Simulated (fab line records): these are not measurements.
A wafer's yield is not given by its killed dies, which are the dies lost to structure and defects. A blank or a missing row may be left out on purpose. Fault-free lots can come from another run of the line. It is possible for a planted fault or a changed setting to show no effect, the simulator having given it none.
fab line records | flow nandHarc
record: lots: 6 | wafers: 18 | lastDay: 32
route steps=1302 shown A_ZERO_WELL@412 A_SOURCE_PLATE@413 A_ONON_D1@424 END@1302
lots that met no fault: taken from a fault-free run of the same line
startH: hours from the record's opening day to when the first of the lot's shown wafers began | waitH: hours since the lot's step before | " identical to the entry in the row above | L1.1+2: a row that stands for several wafers | - value missing, or start not given | * or withheld: withheld | < > ~ a bound
route shown NAME@n: a module of which the file shows steps, and the number in the route of the first | usual: mean/standard deviation taken from wafers without a fault | same: alike in all rows | chamber/n: place in a boat | sites: the reading at each site | _std_site: the standard deviation of these | _edge_site: the outer-site mean with the inner-site mean subtracted | radiusMm: for every site, how far away it sits from the centre of the wafer | mask NAME#n: copy n | behind: tool/chamber where the wafer was last shaped | hold: cause of the lot's hold/its duration in hours/its outcome | device: names the non-switching transistor (n, p or np) | end of line: tests of these same wafers at the route's end | a step with no rows: only its recipe | killed: at the first sort, the dies lost to defects and structure; wafer yield is something else | map: the dies of a wafer, with x for killed, . for not killed, _ for no die there
set.NAME: the setting that was run; set.NAME@STEP: the one run at that earlier step | model.NAME: the simulator's own value behind a step, which no gauge read
lots seen at some steps along the route; tables by step, rows by wafer
services: from which hour (startH, from the record's first day; less than 0 if before it) a tool's chamber was out of use, for how many hours, and why
== steps ==
step: NHARC_A_ZERO_WELL_INSPECT_17
usual: rawDefectCount: 11/5.4
lot.wafer | tool             | chamber | startH | waitH | rawDefectCount
L363.2    | defectInspect-02 | -       | 163.77 | 0.2   | 15
L363.3    | "                | -       | "      | "     | 20
L363.6    | "                | -       | "      | "     | 16
L371.2    | defectInspect-02 | -       | 246.27 | 0.1   | 18
L371.3    | "                | -       | "      | "     | 5
L371.4    | "                | -       | "      | "     | 16
L373.1    | defectInspect-02 | -       | 257.10 | 0.2   | 8
L373.3    | "                | -       | "      | "     | 13
L373.4    | "                | -       | "      | "     | 15
L380.3    | defectInspect-01 | -       | 333.98 | 0.1   | 8
L380.4    | "                | -       | "      | "     | 5
L380.6    | "                | -       | "      | "     | 10
L381.2    | defectInspect-01 | -       | 339.50 | 0.1   | 7
L381.3    | "                | -       | "      | "     | 10
L381.6    | "                | -       | "      | "     | 4
L382.1    | defectInspect-01 | -       | 350.53 | 0.2   | 10
L382.3    | "                | -       | "      | "     | 6
L382.6    | "                | -       | "      | "     | 15
step: NHARC_A_SOURCE_PLATE_PRECLEAN_00
recipe: timeS: 60 | chemistry: HF-LAST
step: NHARC_A_SOURCE_PLATE_SRD_01
step: NHARC_A_SOURCE_PLATE_OXIDE_02
recipe: targetThkA: 100 | tempC: 900 | oxTimeS: 1362 | material: SiO2
step: NHARC_A_SOURCE_PLATE_THK_MEAS_09
recipe: thkMeasGauge: ellipsometry
usual: thkNm: 9.7/1.1
lot.wafer | tool         | chamber | startH | waitH | thkNm
L363.2    | filmMetro-02 | -       | 173.57 | 0.4   | 9.9
L363.3    | "            | -       | "      | "     | 9.2
L363.6    | "            | -       | "      | "     | 10.0
L371.2    | filmMetro-02 | -       | 253.07 | 0.4   | 11.6
L371.3    | "            | -       | "      | "     | 9.9
L371.4    | "            | -       | "      | "     | 8.2
L373.1    | filmMetro-02 | -       | 265.10 | 0.4   | 9.2
L373.3    | "            | -       | "      | "     | 9.0
L373.4    | "            | -       | "      | "     | 9.4
L380.3    | filmMetro-02 | -       | 341.59 | 0.4   | 8.7
L380.4    | "            | -       | "      | "     | 9.6
L380.6    | "            | -       | "      | "     | 9.8
L381.2    | filmMetro-01 | -       | 348.70 | 0.4   | 9.6
L381.3    | "            | -       | "      | "     | 9.2
L381.6    | "            | -       | "      | "     | 9.4
L382.1    | filmMetro-01 | -       | 358.23 | 0.4   | 12.5
L382.3    | "            | -       | "      | "     | 10.6
L382.6    | "            | -       | "      | "     | 9.2
step: NHARC_A_SOURCE_PLATE_PVD_04
recipe: targetThkA: 500 | material: WSi2
step: NHARC_A_SOURCE_PLATE_CVD_03
recipe: targetThkA: 2000 | tempC: 620 | pressureMtorr: 200 | timeS: 4000 | material: poly-Si
step: NHARC_A_SOURCE_PLATE_ANNEAL_05
recipe: tempC: 850 | timeS: 1800
step: NHARC_A_SOURCE_PLATE_THK_MEAS_06
recipe: thkMeasGauge: ellipsometry
usual: thkNm: 200.2/2.4
lot.wafer | tool         | chamber | startH | waitH | thkNm
L363.2    | filmMetro-01 | -       | 187.03 | 0.4   | 201.0
L363.3    | "            | -       | "      | "     | 202.1
L363.6    | "            | -       | "      | "     | 201.4
L371.2    | filmMetro-01 | -       | 268.62 | 0.4   | 203.3
L371.3    | "            | -       | "      | "     | 200.1
L371.4    | "            | -       | "      | "     | 204.5
L373.1    | filmMetro-01 | -       | 277.64 | 0.4   | 198.2
L373.3    | "            | -       | "      | "     | 197.7
L373.4    | "            | -       | "      | "     | 197.9
L380.3    | filmMetro-01 | -       | 354.58 | 0.4   | 199.0
L380.4    | "            | -       | "      | "     | 198.9
L380.6    | "            | -       | "      | "     | 200.8
L381.2    | filmMetro-01 | -       | 361.65 | 0.4   | 204.0
L381.3    | "            | -       | "      | "     | 203.4
L381.6    | "            | -       | "      | "     | 205.7
L382.1    | filmMetro-01 | -       | 374.48 | 0.4   | 195.9
L382.3    | "            | -       | "      | "     | 196.9
L382.6    | "            | -       | "      | "     | 198.9
step: NHARC_A_SOURCE_PLATE_INSPECT_08
usual: rawDefectCount: 63/25
lot.wafer | tool             | chamber | startH | waitH | rawDefectCount
L363.2    | defectInspect-02 | -       | 187.13 | 0.0   | 55
L363.3    | "                | -       | "      | "     | 85
L363.6    | "                | -       | "      | "     | 124
L371.2    | defectInspect-02 | -       | 268.69 | 0.0   | 49
L371.3    | "                | -       | "      | "     | 43
L371.4    | "                | -       | "      | "     | 60
L373.1    | defectInspect-01 | -       | 277.74 | 0.0   | 86
L373.3    | "                | -       | "      | "     | 119
L373.4    | "                | -       | "      | "     | 71
L380.3    | defectInspect-02 | -       | 354.66 | 0.0   | 21
L380.4    | "                | -       | "      | "     | 29
L380.6    | "                | -       | "      | "     | 37
L381.2    | defectInspect-02 | -       | 361.72 | 0.0   | 28
L381.3    | "                | -       | "      | "     | 34
L381.6    | "                | -       | "      | "     | 65
L382.1    | defectInspect-02 | -       | 374.55 | 0.0   | 45
L382.3    | "                | -       | "      | "     | 51
L382.6    | "                | -       | "      | "     | 56
step: NHARC_A_ONON_D1_DEP_00
recipe: targetThkA: 10000 | n2FlowSccm: 2750 | n2oFlowSccm: 2000 | nh3FlowSccm: 500 | sih4FlowSccm: 210 | tempC: 400
lot.wafer  | tool         | chamber | startH | waitH
L363.2+3+6 | pecvdOnon-01 | 0       | 187.26 | 0.1
L371.2+3+4 | pecvdOnon-02 | 0       | 268.81 | 0.1
L373.1+3+4 | pecvdOnon-02 | 0       | 277.81 | 0.1
L380.3+4+6 | pecvdOnon-02 | 0       | 354.85 | 0.2
L381.2+3+6 | pecvdOnon-02 | 0       | 361.84 | 0.1
L382.1+3+6 | pecvdOnon-04 | 0       | 374.61 | 0.1
step: NHARC_A_ONON_D1_THK_MEAS_02
recipe: thkMeasGauge: ellipsometry
usual: thkNm: 998/11
lot.wafer | tool         | chamber | startH | waitH | hold                    | thkNm
L363.2    | filmMetro-02 | -       | 187.71 | -     | -                       | 1000
L363.3    | "            | -       | "      | "     | -                       | 999
L363.6    | "            | -       | "      | "     | -                       | 1000
L371.2    | filmMetro-01 | -       | 269.26 | -     | awaitDispo/0.2h/release | 1560
L371.3    | "            | -       | "      | "     | awaitDispo/0.2h/release | 1562
L371.4    | "            | -       | "      | "     | awaitDispo/0.2h/release | 1000
L371.2    | filmMetro-01 | -       | 269.43 | 0.2   | -                       | 1561
L371.3    | "            | -       | "      | "     | -                       | 1561
L371.4    | "            | -       | "      | "     | -                       | 1002
L373.1    | filmMetro-02 | -       | 278.31 | -     | awaitDispo/0.2h/release | 1020
L373.3    | "            | -       | "      | "     | awaitDispo/0.2h/release | 1578
L373.4    | "            | -       | "      | "     | awaitDispo/0.2h/release | 1019
L373.1    | filmMetro-02 | -       | 278.49 | 0.2   | -                       | 1018
L373.3    | "            | -       | "      | "     | -                       | 1579
L373.4    | "            | -       | "      | "     | -                       | 1017
L380.3    | filmMetro-01 | -       | 355.24 | -     | -                       | 1001
L380.4    | "            | -       | "      | "     | -                       | 1001
L380.6    | "            | -       | "      | "     | -                       | 1000
L381.2    | filmMetro-02 | -       | 362.30 | -     | -                       | 993
L381.3    | "            | -       | "      | "     | -                       | 993
L381.6    | "            | -       | "      | "     | -                       | 994
L382.1    | filmMetro-01 | -       | 375.12 | -     | -                       | 985
L382.3    | "            | -       | "      | "     | -                       | 983
L382.6    | "            | -       | "      | "     | -                       | 983
step: NHARC_END_SORT_01
recipe: tempC: 25
usual: killedAtArray: 56/20 | killedAtOther: 1/1.3 | killedAtPeriphery: 3.5/2.7 | killedDies: 60/20 | killedOpen: 3.3/1.6 | killedShort: 2.4/1.5
same: grossDies: 677
lot.wafer | tool      | chamber | startH | waitH | hold                    | killedAtArray | killedAtOther | killedAtPeriphery | killedDies | killedOpen | killedShort
L363.2    | prober-02 | 0       | 580.87 | 2.8   | -                       | 72            | 0             | 5                 | 77         | 0          | 0
L363.3    | prober-02 | 0       | 581.67 | 3.1   | -                       | 68            | 1             | 8                 | 77         | 3          | 3
L363.6    | prober-02 | 0       | 584.07 | 4.0   | -                       | 88            | 1             | 12                | 101        | 3          | 1
L371.2    | prober-02 | 0       | 656.07 | 2.8   | awaitDispo/6.9h/release | 671           | 4             | 2                 | 677        | 4          | 1
L371.3    | prober-02 | 0       | 656.87 | 3.1   | awaitDispo/6.9h/release | 675           | 1             | 1                 | 677        | 2          | 3
L371.4    | prober-02 | 0       | 657.68 | 3.4   | awaitDispo/6.9h/release | 59            | 0             | 2                 | 61         | 4          | 2
L373.1    | prober-02 | 0       | 677.61 | 2.5   | awaitDispo/7.3h/release | 61            | 2             | 4                 | 67         | 2          | 3
L373.3    | prober-02 | 0       | 679.20 | 3.1   | awaitDispo/7.3h/release | 674           | 0             | 3                 | 677        | 1          | 2
L373.4    | prober-02 | 0       | 680.00 | 3.4   | awaitDispo/7.3h/release | 43            | 0             | 6                 | 49         | 1          | 1
L380.3    | prober-01 | 0       | 750.28 | 3.1   | -                       | 71            | 1             | 0                 | 72         | 5          | 2
L380.4    | prober-01 | 0       | 751.09 | 3.4   | -                       | 68            | 4             | 1                 | 73         | 1          | 3
L380.6    | prober-01 | 0       | 752.69 | 4.0   | -                       | 82            | 1             | 0                 | 83         | 5          | 1
killed by level:class
L363.2 A_SLIT:chamberFilmFlake=32 A_CHANNEL_HOLE_D2:chamberFilmFlake=20 A_CHANNEL_HOLE_D1:chamberFilmFlake=6 A_STAIRCASE:chamberFilmFlake=4 P_GATE:chamberFilmFlake=3 A_SGD_CUT:chamberFilmFlake=3 A_CONTACT:chamberFilmFlake=3 P_STI:chamberFilmFlake=2
L363.3 A_SLIT:chamberFilmFlake=32 A_CHANNEL_HOLE_D2:chamberFilmFlake=19 P_GATE:chamberFilmFlake=5 A_CHANNEL_HOLE_D1:chamberFilmFlake=5 A_STAIRCASE:chamberFilmFlake=3 A_M0:geometricParticle:open=2 A_SGD_CUT:chamberFilmFlake=2 A_DECK1_JOINT:geometricParticle:short=1
L363.6 A_CHANNEL_HOLE_D2:chamberFilmFlake=36 A_SLIT:chamberFilmFlake=26 A_SGD_CUT:chamberFilmFlake=9 A_CHANNEL_HOLE_D1:chamberFilmFlake=6 P_STI:chamberFilmFlake=5 A_STAIRCASE:chamberFilmFlake=5 P_GATE:chamberFilmFlake=3 P_M0:geometricParticle:open=2
L371.2 A_ONON_D1:areaDep=615 A_SLIT:chamberFilmFlake=35 A_CHANNEL_HOLE_D1:chamberFilmFlake=6 THIN_TSV:chamberFilmFlake=4 A_M0:geometricParticle:open=3 A_CHANNEL_HOLE_D2:chamberFilmFlake=3 P_GATE:chamberFilmFlake=2 A_CHANNEL_FILL_D1:chamberFilmFlake=2
L371.3 A_ONON_D1:areaDep=624 A_SLIT:chamberFilmFlake=28 A_CHANNEL_HOLE_D1:chamberFilmFlake=6 A_STAIRCASE:chamberFilmFlake=4 A_CHANNEL_HOLE_D2:chamberFilmFlake=3 A_CHANNEL_HOLE_D2:unspecified=2 A_BLC:chamberFilmFlake=2 P_CONTACT:geometricParticle:open=1
L371.4 A_SLIT:chamberFilmFlake=34 A_CHANNEL_HOLE_D2:chamberFilmFlake=7 A_ZERO_WELL:chamberFilmFlake=3 A_CHANNEL_HOLE_D1:chamberFilmFlake=3 A_STAIRCASE:chamberFilmFlake=3 P_M0:geometricParticle:open=2 A_M1:chamberFilmFlake=2 A_CHANNEL_FILL_D1:geometricParticle:short=1
L373.1 A_CHANNEL_HOLE_D1:chamberFilmFlake=37 A_CHANNEL_HOLE_D2:chamberFilmFlake=15 P_CONTACT:chamberFilmFlake=2 A_STAIRCASE:chamberFilmFlake=2 A_CONTACT:chamberFilmFlake=2 P_M0:geometricParticle:open=1 A_DECK1_JOINT:geometricParticle:short=1 A_CHANNEL_FILL_D2:geometricParticle:open=1
L373.3 A_ONON_D1:areaDep=609 A_CHANNEL_HOLE_D1:chamberFilmFlake=36 A_CHANNEL_HOLE_D2:chamberFilmFlake=16 A_CONTACT:chamberFilmFlake=4 A_SLIT:chamberFilmFlake=3 A_STAIRCASE:chamberFilmFlake=2 A_M0:chamberFilmFlake=2 P_CONTACT:geometricParticle:short=1
L373.4 A_CHANNEL_HOLE_D1:chamberFilmFlake=21 A_CHANNEL_HOLE_D2:chamberFilmFlake=14 P_M1:chamberFilmFlake=5 A_CONTACT:chamberFilmFlake=3 A_WL_FILL:geometricParticle:open=1 A_M0:geometricParticle:short=1 P_ZERO_WELL:chamberFilmFlake=1 A_DECK1_JOINT:chamberFilmFlake=1
L380.3 A_SLIT:chamberFilmFlake=23 A_CHANNEL_HOLE_D2:chamberFilmFlake=16 A_CHANNEL_HOLE_D1:chamberFilmFlake=11 A_CONTACT:chamberFilmFlake=8 A_CHANNEL_FILL_D1:chamberFilmFlake=4 A_DECK1_JOINT:geometricParticle:open=2 A_CHANNEL_FILL_D2:geometricParticle:open=2 A_CHANNEL_FILL_D1:geometricParticle:open=1
L380.4 A_SLIT:chamberFilmFlake=28 A_CHANNEL_HOLE_D2:chamberFilmFlake=24 A_CHANNEL_HOLE_D1:chamberFilmFlake=7 A_CONTACT:chamberFilmFlake=4 THIN_TSV:chamberFilmFlake=3 A_STAIRCASE:chamberFilmFlake=2 P_M0:geometricParticle:short=1 A_ONON_D1:geometricParticle:short=1
L380.6 A_SLIT:chamberFilmFlake=32 A_CHANNEL_HOLE_D2:chamberFilmFlake=27 A_CHANNEL_HOLE_D1:chamberFilmFlake=9 A_CHANNEL_FILL_D1:chamberFilmFlake=3 A_CONTACT:chamberFilmFlake=3 A_ONON_D2:geometricParticle:open=2 A_ONON_D1:geometricParticle:open=1 A_CHANNEL_HOLE_D1:geometricParticle:open=1
map L371.2 (x killed, . not)
____________x____________
_________xxxxxxx_________
_______xxxxxxxxxxx_______
______xxxxxxxxxxxxx______
_____xxxxxxxxxxxxxxx_____
____xxxxxxxxxxxxxxxxx____
____xxxxxxxxxxxxxxxxx____
___xxxxxxxxxxxxxxxxxxx___
___xxxxxxxxxxxxxxxxxxx___
__xxxxxxxxxxxxxxxxxxxxx__
__xxxxxxxxxxxxxxxxxxxxx__
_xxxxxxxxxxxxxxxxxxxxxxx_
_xxxxxxxxxxxxxxxxxxxxxxx_
_xxxxxxxxxxxxxxxxxxxxxxx_
_xxxxxxxxxxxxxxxxxxxxxxx_
_xxxxxxxxxxxxxxxxxxxxxxx_
xxxxxxxxxxxxxxxxxxxxxxxxx
xxxxxxxxxxxxxxxxxxxxxxxxx
xxxxxxxxxxxxxxxxxxxxxxxxx
xxxxxxxxxxxxxxxxxxxxxxxxx
xxxxxxxxxxxxxxxxxxxxxxxxx
_xxxxxxxxxxxxxxxxxxxxxxx_
_xxxxxxxxxxxxxxxxxxxxxxx_
_xxxxxxxxxxxxxxxxxxxxxxx_
_xxxxxxxxxxxxxxxxxxxxxxx_
_xxxxxxxxxxxxxxxxxxxxxxx_
__xxxxxxxxxxxxxxxxxxxxx__
__xxxxxxxxxxxxxxxxxxxxx__
___xxxxxxxxxxxxxxxxxxx___
___xxxxxxxxxxxxxxxxxxx___
____xxxxxxxxxxxxxxxxx____
____xxxxxxxxxxxxxxxxx____
_____xxxxxxxxxxxxxxx_____
______xxxxxxxxxxxxx______
_______xxxxxxxxxxx_______
_________xxxxxxx_________
____________x____________
map L373.3 (x killed, . not)
____________x____________
_________xxxxxxx_________
_______xxxxxxxxxxx_______
______xxxxxxxxxxxxx______
_____xxxxxxxxxxxxxxx_____
____xxxxxxxxxxxxxxxxx____
____xxxxxxxxxxxxxxxxx____
___xxxxxxxxxxxxxxxxxxx___
___xxxxxxxxxxxxxxxxxxx___
__xxxxxxxxxxxxxxxxxxxxx__
__xxxxxxxxxxxxxxxxxxxxx__
_xxxxxxxxxxxxxxxxxxxxxxx_
_xxxxxxxxxxxxxxxxxxxxxxx_
_xxxxxxxxxxxxxxxxxxxxxxx_
_xxxxxxxxxxxxxxxxxxxxxxx_
_xxxxxxxxxxxxxxxxxxxxxxx_
xxxxxxxxxxxxxxxxxxxxxxxxx
xxxxxxxxxxxxxxxxxxxxxxxxx
xxxxxxxxxxxxxxxxxxxxxxxxx
xxxxxxxxxxxxxxxxxxxxxxxxx
xxxxxxxxxxxxxxxxxxxxxxxxx
_xxxxxxxxxxxxxxxxxxxxxxx_
_xxxxxxxxxxxxxxxxxxxxxxx_
_xxxxxxxxxxxxxxxxxxxxxxx_
_xxxxxxxxxxxxxxxxxxxxxxx_
_xxxxxxxxxxxxxxxxxxxxxxx_
__xxxxxxxxxxxxxxxxxxxxx__
__xxxxxxxxxxxxxxxxxxxxx__
___xxxxxxxxxxxxxxxxxxx___
___xxxxxxxxxxxxxxxxxxx___
____xxxxxxxxxxxxxxxxx____
____xxxxxxxxxxxxxxxxx____
_____xxxxxxxxxxxxxxx_____
______xxxxxxxxxxxxx______
_______xxxxxxxxxxx_______
_________xxxxxxx_________
____________x____________
== services ==
tool         | chamber | startH | hours | kind
pecvdOnon-02 | -       | 185.38 | 13.0  | pm
pecvdOnon-01 | -       | 269.40 | 13.0  | pm
pecvdOnon-04 | -       | 311.62 | 13.0  | pm
pecvdOnon-02 | -       | 366.38 | 13.0  | pm
== key ==
firstSign: step: NHARC_A_ONON_D1_THK_MEAS_02 | reading: visit | direction: added
effect: step: NHARC_A_ONON_D1_THK_MEAS_02 | reading: thkNm | direction: up | sigmas: 54 | usual: 998 | struck: 1567
effect: step: NHARC_END_SORT_01 | reading: killedAtArray | direction: up | sigmas: 31 | usual: 56 | struck: 673
moreKillsBornAt: NHARC_A_ONON_D1_DEP_00@pecvdOnon-02: 1848
metAt NHARC_A_ONON_D1_DEP_00
struckWafers L371.2,L371.3,L373.3
laterRowsLeftOut L371.2,L371.3,L373.3
testerLeftOut L371,L373
fault: kind: processParameterDrift | tool: pecvdOnon-02 | chamber: - | onsetH: 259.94 | steps: NHARC_A_ONON_D1_DEP_00 | channel: targetThkA | offset: * | shape: step | endH: 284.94 | scope: struckWafersOnly | actsIn: * | stated: *
testerLeftOut: of these lots the tester's yield and bins aren't shown, on N5 and GAA mostly nor the transistor test; their killed dies are dies lost to structure and defects alone, not to doping, threshold or leakage, so they don't give the yield
laterRowsLeftOut: the simulator's readings of these wafers behind a module that went badly wrong aren't trusted and aren't shown, but for the sort
